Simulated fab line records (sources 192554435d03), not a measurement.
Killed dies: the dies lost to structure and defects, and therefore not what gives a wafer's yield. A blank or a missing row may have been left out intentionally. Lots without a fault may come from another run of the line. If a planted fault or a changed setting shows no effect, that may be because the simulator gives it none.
Which tool was responsible? -- flow n5Finfet -- 9 lots, 27 wafers sampled, at 4 steps of a route of 1938

WHAT EACH GAUGE READ, for each wafer
Not one reading of a measure or inspect step in the record can be checked against a usual standard deviation.

EACH LOT AND THE TOOL THAT RAN IT (in order: tool; ch and the chambers of the sampled wafers; start)
lot,N5_BEOL_M11_DESCUM_16,N5_BEOL_M11_HM_OPEN_17,N5_BEOL_M11_ETCH_65,N5_BEOL_M11_ETCH_41
L932,"rieDiel-04 ch 1,2, day 11 14:09","rieMetal-02 ch 0, day 11 14:25","rieDiel-04 ch 1,3, day 11 15:40","rieDiel-04 ch 0,1, no start"
L935,"rieDiel-01 ch 1,2, day 12 05:23","rieMetal-02 ch 0,1, day 12 05:40","rieDiel-04 ch 1,3, day 12 09:56","rieDiel-04 ch 1,3, no start"
L934,"rieDiel-04 ch 0,3, day 12 22:11","rieMetal-02 ch 1, day 12 22:27","rieDiel-01 ch 0,1,3, day 13 00:33","rieDiel-01 ch 0,1,3, no start"
L938,"rieDiel-06 ch 0,2,3, day 13 04:34","rieMetal-02 ch 1, day 13 04:54","rieDiel-04 ch 1,2,3, day 13 07:43","rieDiel-04 ch 1,2,3, no start"
L946,"rieDiel-06 ch 0,1,2, day 15 05:50","rieMetal-01 ch 1, day 15 06:06","rieDiel-06 ch 0,1, day 15 07:42","rieDiel-06 ch 0,1, no start"
L949,"rieDiel-04 ch 0,1,3, day 16 04:02","rieMetal-02 ch 0,1, day 16 04:18","rieDiel-04 ch 0,1,2, day 16 08:33","rieDiel-04 ch 0,1,2, no start"
L951,"rieDiel-04 ch 2,3, day 16 09:05","rieMetal-01 ch 0,1, day 16 09:21","rieDiel-04 ch 1,3, day 16 10:50","rieDiel-04 ch 1,3, no start"
L954,"rieDiel-01 ch 0,1,2, day 17 15:14","rieMetal-01 ch 0, day 17 15:31","rieDiel-06 ch 1,2,3, day 17 16:44","rieDiel-06 ch 1,2,3, no start"
L955,"rieDiel-06 ch 1,2, day 17 20:40","rieMetal-03 ch 0,1, day 17 20:56","rieDiel-01 ch 0,3, day 17 22:36","rieDiel-01 ch 0,3, no start"
- N5_BEOL_M11_DESCUM_16: chemistry O2, time 7.9 s.
- N5_BEOL_M11_HM_OPEN_17: chemistry Cl2/BCl3, target TiN, target depth 20 nm, overetch 6 nm.
- N5_BEOL_M11_ETCH_65: etches SiARC in CF4, target depth 39 nm, time 65 s.
- N5_BEOL_M11_ETCH_41: etches SiCN in CH3F/O2, target depth 42.6 nm, time 86 s.

WHAT THE TOOLS THEMSELVES READ (means of the sampled wafers that have a number; where no wafer has one, the mark that the record gives instead)
N5_BEOL_M11_DESCUM_16. Usual: chamberPressureMTorr 20.002 mTorr, standard deviation 0.018; drypumpMotorCurrentA 5.8 A, standard deviation 0.58; oesProductAu 0.80 a.u., standard deviation 0.075; rfVppV 243.3 V, standard deviation 1.4; showerheadPlenumPTorr 2.11 Torr, standard deviation 0.071; throttleValvePct 20.44 %, standard deviation 0.18.
lot,tool,chamberPressureMTorr (mTorr),drypumpMotorCurrentA (A),oesProductAu (a.u.),rfVppV (V),showerheadPlenumPTorr (Torr),throttleValvePct (%),flag
L932,rieDiel-04,19.996,6.1,0.75,242.1,2.07,20.62,
L935,rieDiel-01,20.014,5.5,0.75,242.4,2.04,20.43,
L934,rieDiel-04,20.006,5.7,0.87,244.1,2.16,20.31,
L938,rieDiel-06,19.996,6.0,0.80,243.7,2.07,20.50,
L946,rieDiel-06,19.993,6.0,0.80,243.1,2.10,20.43,
L949,rieDiel-04,19.997,5.7,0.81,243.0,2.17,20.40,
L951,rieDiel-04,20.005,6.1,0.75,242.3,2.05,20.60,
L954,rieDiel-01,20.026,5.7,0.74,242.7,2.06,20.43,
L955,rieDiel-06,19.998,6.0,0.87,243.6,2.09,20.39,

N5_BEOL_M11_HM_OPEN_17. Usual: bcl3FlowSccm 21.75 sccm, standard deviation 0.074; biasW 126.0 W, standard deviation 0.39; chamberPressureMTorr 9.999 mTorr, standard deviation 0.01; drypumpMotorCurrentA 5.6 A, standard deviation 0.38; oesProductAu 0.67 a.u., standard deviation 0.11; throttleValvePct 22.13 %, standard deviation 0.22.
lot,tool,bcl3FlowSccm (sccm),biasW (W),chamberPressureMTorr (mTorr),drypumpMotorCurrentA (A),oesProductAu (a.u.),throttleValvePct (%),flag
L932,rieMetal-02,21.74,126.1,9.998,5.3,0.54,21.99,
L935,rieMetal-02,21.79,126.0,9.998,5.5,0.63,21.98,
L934,rieMetal-02,21.79,126.3,9.994,5.8,0.79,21.92,
L938,rieMetal-02,21.82,125.9,9.999,5.8,0.78,21.95,
L946,rieMetal-01,21.72,125.8,10.002,6.1,0.56,22.23,
L949,rieMetal-02,21.85,125.9,9.987,5.5,0.78,21.87,
L951,rieMetal-01,21.83,125.8,10.003,5.4,0.55,22.40,
L954,rieMetal-01,21.71,126.2,10.000,5.1,0.83,22.35,
L955,rieMetal-03,21.74,126.4,9.995,5.3,0.71,22.02,

N5_BEOL_M11_ETCH_65. Usual: biasW 36.00 W, standard deviation 0.12; chamberPressureMTorr 40.00 mTorr, standard deviation 0.039; drypumpMotorCurrentA 5.8 A, standard deviation 0.54; etchRfOnTimeS 64.7 s, standard deviation 1; oesProductAu 0.68 a.u., standard deviation 0.061; rfVppV 184.3 V, standard deviation 1.2; showerheadPlenumPTorr 2.16 Torr, standard deviation 0.07; throttleValvePct 15.61 %, standard deviation 0.19.
lot,tool,biasW (W),chamberPressureMTorr (mTorr),drypumpMotorCurrentA (A),etchRfOnTimeS (s),oesProductAu (a.u.),rfVppV (V),showerheadPlenumPTorr (Torr),throttleValvePct (%),flag
L932,rieDiel-04,36.09,40.01,5.8,64.2,0.71,184.7,2.19,15.53,
L935,rieDiel-04,35.97,40.02,5.9,63.8,0.67,185.5,2.20,15.64,
L934,rieDiel-01,35.96,39.99,5.9,64.5,0.70,184.5,2.14,15.44,
L938,rieDiel-04,36.01,40.03,6.0,64.1,0.67,183.6,2.15,15.68,
L946,rieDiel-06,36.00,39.97,5.8,64.7,0.67,184.6,2.15,15.53,
L949,rieDiel-04,36.02,40.01,5.8,68.5,0.63,184.7,2.17,15.69,OFF
L951,rieDiel-04,35.96,39.99,5.9,70.6,0.62,184.0,2.19,15.70,OFF
L954,rieDiel-06,35.99,39.98,5.5,64.2,0.77,184.2,2.18,15.51,
L955,rieDiel-01,35.96,40.01,5.4,63.9,0.67,184.0,2.13,15.49,

N5_BEOL_M11_ETCH_41. Usual: CH3F_flow_sccm 30.00 sccm, standard deviation 0.091; biasW 74.97 W, standard deviation 0.22; chamberPressureMTorr 30.002 mTorr, standard deviation 0.027; drypumpMotorCurrentA 5.8 A, standard deviation 0.54; oesProductAu 0.80 a.u., standard deviation 0.071; rfVppV 297.7 V, standard deviation 1.6; showerheadPlenumPTorr 2.02 Torr, standard deviation 0.069; throttleValvePct 16.32 %, standard deviation 0.19.
lot,tool,CH3F_flow_sccm (sccm),biasW (W),chamberPressureMTorr (mTorr),drypumpMotorCurrentA (A),oesProductAu (a.u.),rfVppV (V),showerheadPlenumPTorr (Torr),throttleValvePct (%),flag
L932,rieDiel-04,30.09,75.06,29.989,5.6,0.85,299.4,2.11,16.22,
L935,rieDiel-04,30.11,75.11,30.007,5.9,0.79,298.3,2.06,16.34,
L934,rieDiel-01,30.04,74.74,29.999,5.9,0.82,297.4,2.00,16.16,
L938,rieDiel-04,29.97,75.20,29.994,6.0,0.78,297.4,2.01,16.37,
L946,rieDiel-06,29.92,74.70,29.990,5.8,0.79,298.4,2.01,16.26,
L949,rieDiel-04,29.92,74.91,29.972,5.8,0.76,298.0,2.03,16.42,
L951,rieDiel-04,29.93,74.93,30.000,5.9,0.75,298.3,2.05,16.41,
L954,rieDiel-06,29.95,75.09,29.979,5.6,0.90,298.2,2.04,16.24,
L955,rieDiel-01,29.97,74.91,29.984,5.4,0.77,296.8,1.99,16.21,

THE ANSWER, worked out from the rows above alone
Rule: a lot is off if the mean of its wafers that have a number lies more than 3 standard deviations from the usual mean. Also off: a lot with no number at a reading for which 4 or more lots have one. Any other lot the step has rows for is counted as sound. The gauges are gone through in route order, then the tools' own readings, and for those a lot's mean is taken as printed above. The first step at which some lot is off is used, and at that step the reading that is off furthest; a lot without a number counts as furthest.
Off at N5_BEOL_M11_ETCH_65 (etchRfOnTimeS): L949, L951.
If a tool, at that step or one of the process steps before it, ran each lot that is off and ran no sound lot following the first of them, it fits. One fits: N5_BEOL_M11_DESCUM_16 and N5_BEOL_M11_ETCH_65 on rieDiel-04. At N5_BEOL_M11_DESCUM_16 its last sound lot is L934 (day 12 22:11), its first lot that is off L949 (day 16 04:02): a fault that began between those two fits.

WHAT THE SIMULATOR HAD INSERTED
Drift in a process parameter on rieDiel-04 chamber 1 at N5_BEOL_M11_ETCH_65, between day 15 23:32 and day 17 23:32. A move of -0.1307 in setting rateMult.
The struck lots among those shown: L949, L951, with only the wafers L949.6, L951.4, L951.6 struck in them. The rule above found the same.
